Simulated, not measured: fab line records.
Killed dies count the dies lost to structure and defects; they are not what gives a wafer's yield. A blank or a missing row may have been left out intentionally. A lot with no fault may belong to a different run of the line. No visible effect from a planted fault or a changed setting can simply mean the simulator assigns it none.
Which tool did it? ; flow n5_finfet ; 9 lots with 27 wafers sampled at 5 steps, on a route of 1938 steps

## WHAT EACH GAUGE READ, for each wafer
N5_STI_FIN_REVEAL_CD_MEAS_22: target cd 6.238 nm, pitch 28 nm.
lot;measured;on;cd_nm (nm)
L494;day 2 23:02;cd_sem-03;5.82 6.14 6.10
L500;day 4 08:00;cd_sem-01;6.26 6.10 6.19
L501;day 4 12:04;cd_sem-01;5.90 5.94 5.56
L502;day 4 18:47;cd_sem-01;6.15 6.16 5.92
L506;day 5 20:53;cd_sem-02;6.33 6.12 5.64
L507;day 6 01:22;cd_sem-03;6.20 6.22 6.27
L514;day 7 20:14;cd_sem-01;6.17 6.28 6.25
L515;day 8 01:31;cd_sem-03;5.73 5.98 6.02
L516;day 8 12:16;cd_sem-02;6.26 6.48 6.08

N5_DUMMY_GATE_THK_MEAS_05.
lot;measured;on;thk_nm (nm)
L494;day 3 03:30;film_metro-01;72.0 72.1 70.0
L500;day 4 12:17;film_metro-01;70.9 70.3 70.9
L501;day 4 16:23;film_metro-01;70.6 72.4 71.3
L502;day 4 23:18;film_metro-02;71.7 74.6 72.3
L506;day 6 04:59;film_metro-01;73.7 73.5 71.4
L507;day 6 08:39;film_metro-01;71.5 70.3 72.9
L514;day 8 01:31;film_metro-01;71.4 71.5 70.6
L515;day 8 05:50;film_metro-02;72.5 71.1 72.7
L516;day 8 17:49;film_metro-02;71.2 72.3 73.1

N5_BEOL_M4_RC_MEAS_101.
lot;measured;on;DIBL_N (mV/V);DIBL_P (mV/V);IOFF_N (nA/um);IOFF_N_85C (nA/um);IOFF_N_LIN (nA/um);IOFF_N_LONG (nA/um);IOFF_P (nA/um);IOFF_P_85C (nA/um);IOFF_P_LIN (nA/um);ION_N (uA/um);ION_P (uA/um);REXT_N (ohm.um);REXT_P (ohm.um);SS_N (mV/dec);SS_P (mV/dec);VT_N (mV);VT_N_LVT (mV);VT_P (mV);VT_P_LVT (mV)
L494;day 8 05:31;prober-02;33.9 36.2 35.7;34.2 36.9 35.3;0.12 0.16 0.14;2.4 3.1 2.8;0.059 0.074 0.067;5.78e-05 5.79e-05 5.68e-05;0.18 0.23 0.21;3.2 3.9 3.7;0.089 0.107 0.102;658 668 656;458 462 454;79.8 78.0 79.7;103.9 103.5 103.2;71.0 71.5 70.8;72.4 73.3 72.4;252 250 252;103 99 101;-251 -248 -249;-99.4 -96.7 -97.0
L500;day 9 15:16;prober-02;39.5 39.9 36.4;38.3 38.0 35.1;0.19 0.22 0.16;3.6 4.1 3.0;0.085 0.086 0.074;5.67e-05 5.73e-05 5.67e-05;0.27 0.27 0.22;4.4 4.4 3.8;0.119 0.121 0.109;675 672 677;465 460 470;75.2 74.1 73.7;104.7 103.3 103.4;72.0 72.6 70.3;73.3 73.2 72.6;249 247 251;98 96 97;-247 -244 -247;-95.1 -95.3 -96.3
L501;day 9 10:14;prober-01;33.6 36.4 35.0;31.7 35.0 34.1;0.10 0.14 0.12;2.1 2.7 2.5;0.052 0.067 0.061;5.57e-05 5.56e-05 5.51e-05;0.16 0.21 0.20;2.9 3.6 3.5;0.084 0.100 0.099;667 675 663;464 462 462;74.8 75.3 76.5;101.4 101.9 99.7;70.8 72.4 70.9;71.8 72.9 72.1;257 252 255;107 102 103;-254 -248 -249;-101.9 -99.2 -98.7
L502;day 9 16:55;prober-01;37.2 33.7 30.6;39.2 35.7 31.6;0.19 0.13 0.09;3.6 2.7 1.9;0.080 0.064 0.046;5.17e-05 5.26e-05 5.19e-05;0.23 0.18 0.13;4.0 3.1 2.4;0.102 0.085 0.068;662 667 638;451 454 441;77.7 75.8 76.9;99.2 98.5 99.0;72.9 70.8 70.6;73.5 72.9 72.3;250 252 256;97 100 106;-249 -255 -255;-99.8 -101.7 -105.6
L506;day 14 08:04;prober-02;53.9 54.0 53.2;49.9 52.7 49.1;0.73 0.83 0.65;11.1 12.2 10.1;0.239 0.270 0.225;6.05e-05 5.89e-05 6.15e-05;0.86 1.15 0.89;11.9 15.3 12.1;0.309 0.383 0.321;763 765 768;528 536 536;62.0 61.3 61.0;84.9 82.8 83.0;75.3 74.9 74.5;76.3 76.6 76.2;231 227 228;75 72 76;-226 -222 -224;-73.7 -69.8 -72.2
L507;day 12 21:15;prober-01;55.2 53.2 56.6;49.7 48.2 48.4;0.84 0.69 0.97;12.5 10.7 14.1;0.270 0.238 0.255;6.75e-05 6.6e-05 6.75e-05;0.97 0.82 0.85;13.0 11.5 11.9;0.356 0.320 0.326;785 767 770;541 528 526;62.0 62.6 61.8;80.3 80.4 79.8;76.2 75.3 77.9;76.0 75.4 75.5;224 226 226;72 74 73;-219 -225 -225;-70.6 -72.2 -72.7
L514;day 13 00:07;prober-02;38.4 35.6 38.0;36.3 34.7 37.4;0.17 0.12 0.16;3.4 2.5 3.2;0.074 0.061 0.078;5.69e-05 5.64e-05 5.62e-05;0.21 0.19 0.22;3.7 3.4 3.9;0.101 0.096 0.106;663 668 676;453 464 460;75.1 75.1 75.8;100.3 99.1 102.3;72.6 71.1 72.0;73.2 73.2 74.0;250 252 248;102 104 100;-250 -251 -246;-100.3 -101.7 -100.3
L515;day 14 12:35;prober-02;35.8 34.3 36.3;36.4 34.6 36.0;0.15 0.13 0.15;2.8 2.5 2.9;0.069 0.061 0.069;5.57e-05 5.64e-05 5.8e-05;0.23 0.19 0.21;3.9 3.4 3.6;0.108 0.095 0.102;676 673 676;469 465 465;77.2 76.6 74.8;101.5 101.6 100.3;72.4 71.7 72.0;73.1 72.1 72.5;251 253 251;101 104 102;-249 -250 -249;-97.9 -101.2 -99.1
L516;day 15 04:40;prober-01;36.2 36.5 36.9;36.7 36.7 37.3;0.15 0.15 0.16;3.0 3.0 3.0;0.071 0.070 0.072;5.59e-05 5.53e-05 5.58e-05;0.21 0.21 0.21;3.7 3.7 3.8;0.098 0.096 0.099;668 668 665;460 458 457;75.8 76.0 76.2;101.4 102.1 101.9;71.1 70.7 71.4;73.1 73.2 74.1;250 251 251;98 98 98;-249 -248 -250;-96.6 -97.9 -97.3

## EACH LOT AND THE TOOL THAT RAN IT (in order: tool; ch and the chambers of the sampled wafers; start)
lot;N5_DUMMY_GATE_ALD_02;N5_SPACER0_ALD_08
L494;ald_sin-02 ch 0,2, day 2 23:25;ald_sin-04 ch 0,2,3, day 3 10:04
L500;ald_sin-03 ch 0,1,3, day 4 08:13;ald_sin-02 ch 2,3, day 4 23:13
L501;ald_sin-01 ch 1,2, day 4 12:16;ald_sin-02 ch 0,1,2, day 4 23:45
L502;ald_sin-02 ch 0,2,3, day 4 19:13;ald_sin-03 ch 0,3, day 5 05:27
L506;ald_sin-01 ch 0,2,3, day 5 21:07;ald_sin-02 ch 0,1,2, day 6 14:28
L507;ald_sin-01 ch 0,2, day 6 01:41;ald_sin-02 ch 0,2, day 6 15:54
L514;ald_sin-03 ch 0,1,2, day 7 21:23;ald_sin-02 ch 0,2,3, day 8 07:55
L515;ald_sin-03 ch 1,3, day 8 01:46;ald_sin-03 ch 1,2,3, day 8 12:32
L516;ald_sin-01 ch 1,3, day 8 13:44;ald_sin-02 ch 0,1,2, day 9 03:34
- N5_DUMMY_GATE_ALD_02: deposits SiO2, target thk 2 nm, pulse time 1 s.
- N5_SPACER0_ALD_08: deposits SiNx, target thk 2 nm.

## WHAT THE TOOLS THEMSELVES READ (means of the sampled wafers that have a number; where no wafer has one, the mark that the record gives instead)
N5_DUMMY_GATE_ALD_02.
lot;tool;chamber_pressure_Torr (Torr);heater_power_outer_w (W);heater_power_w (W);precursor_pulse_height_rel;susceptor_temp_C (C)
L494;ald_sin-02;1.992;283;501;0.985;300.01
L500;ald_sin-03;1.999;274;469;1.003;299.98
L501;ald_sin-01;2.000;251;451;0.996;300.03
L502;ald_sin-02;1.998;267;477;1.025;300.17
L506;ald_sin-01;2.003;276;505;1.005;299.80
L507;ald_sin-01;2.000;279;481;1.014;299.94
L514;ald_sin-03;2.000;254;436;0.986;300.04
L515;ald_sin-03;1.999;240;420;0.990;300.04
L516;ald_sin-01;1.999;252;471;1.005;300.06

N5_SPACER0_ALD_08.
lot;tool;chamber_pressure_Torr (Torr);heater_power_outer_w (W);heater_power_w (W);susceptor_temp_C (C)
L494;ald_sin-04;1.997;536;877;399.83
L500;ald_sin-02;2.000;485;787;400.01
L501;ald_sin-02;2.000;521;862;400.02
L502;ald_sin-03;2.002;564;843;400.06
L506;ald_sin-02;-;-;-;-
L507;ald_sin-02;-;-;-;-
L514;ald_sin-02;2.003;514;846;400.04
L515;ald_sin-03;1.998;471;742;399.99
L516;ald_sin-02;1.998;519;858;400.04

## THE ANSWER, worked out from the rows above alone
Rule: the lots themselves supply what counts as usual. The widest of any qualifying gaps counts: lots, ordered by their means at a reading, are off when they make up no more than a third of the lots, leave a main group of 4 or more, and stand apart from it by 3 or more times the standard deviation of that group's means. Not used: any main group whose means are identical at the precision the tables above print for the reading. A lot without any number at a reading at which 4 lots or more have one is off too. Where the step has rows for the other lots, those lots are counted as sound. Order of review: gauges by route order, followed by the tools' own readings, for which a lot's mean as printed above is used. The first step at which some lot is off is used, and at that step the reading that is off furthest; a lot without a number counts as furthest.
Off: at N5_BEOL_M4_RC_MEAS_101 (IOFF_P), L506, L507. For the main group the mean is 0.21 nA/um and the standard deviation 0.021.
If a tool, at a process step before that reading, ran all the lots that are off and no sound lot after the first of them, it fits. The gauges at N5_BEOL_M4_RC_MEAS_101 aren't tried: what is off there is off at N5_SPACER0_ALD_08 too, on other tools, and a gauge's error can't cause that. None of those tried fits.

## WHAT HAD BEEN PUT IN BY THE SIMULATOR
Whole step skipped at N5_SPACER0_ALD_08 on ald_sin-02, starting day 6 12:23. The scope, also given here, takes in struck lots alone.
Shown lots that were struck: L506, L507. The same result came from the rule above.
